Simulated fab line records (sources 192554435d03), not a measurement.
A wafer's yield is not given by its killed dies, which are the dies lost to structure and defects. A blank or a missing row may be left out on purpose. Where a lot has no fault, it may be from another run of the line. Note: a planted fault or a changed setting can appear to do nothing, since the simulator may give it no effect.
The tool behind it: which one? + flow n5-finfet + 9 lots, 25 wafers sampled, at 4 steps of a route of 1938

WHAT THE GAUGES READ, wafer by wafer
N5_BEOL_M0_SAQP_INSPECT_42: inspects for defects (brightfield).
| lot  | measured     | on                | raw-defect-count |
|------|--------------|-------------------|------------------|
| L236 | day 5 14:35  | defect-inspect-02 | 189 133 305      |
| L237 | day 5 22:43  | defect-inspect-02 | 340 323 346      |
| L238 | day 6 04:37  | defect-inspect-02 | 284 291 249      |
| L239 | day 6 08:00  | defect-inspect-02 | 233 349 232      |
| L242 | day 9 08:01  | defect-inspect-01 | 238 164          |
| L244 | day 9 08:49  | defect-inspect-02 | 168 253 208      |
| L248 | day 9 12:17  | defect-inspect-02 | 303 754 292      |
| L254 | day 10 05:26 | defect-inspect-02 | 258 386 263      |
| L256 | day 10 16:03 | defect-inspect-02 | 338 314          |

TOOL THAT RAN EACH LOT (tool first, then ch and the chambers of the sampled wafers, then the start)
| lot  | N5_BEOL_M0_SAQP_ETCH_101           | N5_BEOL_M0_SAQP_RECESS_109         | N5_BEOL_M0_SAQP_MANDREL2_REMOVE_110 |
|------|------------------------------------|------------------------------------|-------------------------------------|
| L236 | rie-diel-01 ch 1,2,3, day 5 12:20  | vapor-etch-01 ch 0,1, day 5 13:10  | rie-si-03 ch 1,2,3, day 5 13:56     |
| L237 | rie-diel-02 ch 0,1, day 5 20:32    | vapor-etch-01 ch 0,1, day 5 21:28  | rie-si-03 ch 0,2,3, day 5 22:13     |
| L238 | rie-diel-06 ch 0,1,2, day 6 02:17  | vapor-etch-01 ch 0,1, day 6 03:19  | rie-si-03 ch 1,3, day 6 04:06       |
| L239 | rie-diel-06 ch 2,3, day 6 05:42    | vapor-etch-01 ch 0,1, day 6 06:39  | rie-si-04 ch 1,3, day 6 07:29       |
| L242 | rie-diel-01 ch 1,2, day 9 04:46    | vapor-etch-01 ch 0,1, day 9 06:44  | rie-si-03 ch 1,3, day 9 07:31       |
| L244 | rie-diel-01 ch 0,2,3, day 9 05:26  | vapor-etch-02 ch 0,1, day 9 07:20  | rie-si-04 ch 1,2, day 9 08:11       |
| L248 | rie-diel-01 ch 0,2,3, day 9 06:25  | vapor-etch-02 ch 0,1, day 9 08:04  | rie-si-03 ch 0,2,3, day 9 11:46     |
| L254 | rie-diel-06 ch 1,2,3, day 10 02:49 | vapor-etch-02 ch 0, day 10 03:47   | rie-si-03 ch 0,2, day 10 04:46      |
| L256 | rie-diel-06 ch 1,3, day 10 13:34   | vapor-etch-02 ch 0,1, day 10 14:34 | rie-si-01 ch 1,3, day 10 15:32      |
- N5_BEOL_M0_SAQP_ETCH_101: etches SiNx in CH3F/O2, target depth 29.9 nm, time 42.7 s.
- N5_BEOL_M0_SAQP_RECESS_109: chemistry HF/NH3, target SiO2, target depth 3 nm, afs cycles 1, sublimation time 60 s.
- N5_BEOL_M0_SAQP_MANDREL2_REMOVE_110: chemistry HBr/Cl2/O2, target a-Si, stops on SiCN, bt time 10 s.

THE ANSWER, worked out from the rows above alone
Rule: what is usual is taken from the lots themselves. The widest of any qualifying gaps counts: lots, ordered by their means at a reading, are off when they make up no more than a third of the lots, leave a main group of 4 or more, and stand apart from it by 3 or more times the standard deviation of that group's means. A main group is skipped when, at the precision printed for the reading in the tables above, its means are all equal. Also off: a lot with no number at a reading for which 4 or more lots have one. Any other lot the step has rows for is counted as sound.
Across all readings shown, no lot is off: no conclusion can be drawn from this.

WHAT THE SIMULATOR HAD INSERTED
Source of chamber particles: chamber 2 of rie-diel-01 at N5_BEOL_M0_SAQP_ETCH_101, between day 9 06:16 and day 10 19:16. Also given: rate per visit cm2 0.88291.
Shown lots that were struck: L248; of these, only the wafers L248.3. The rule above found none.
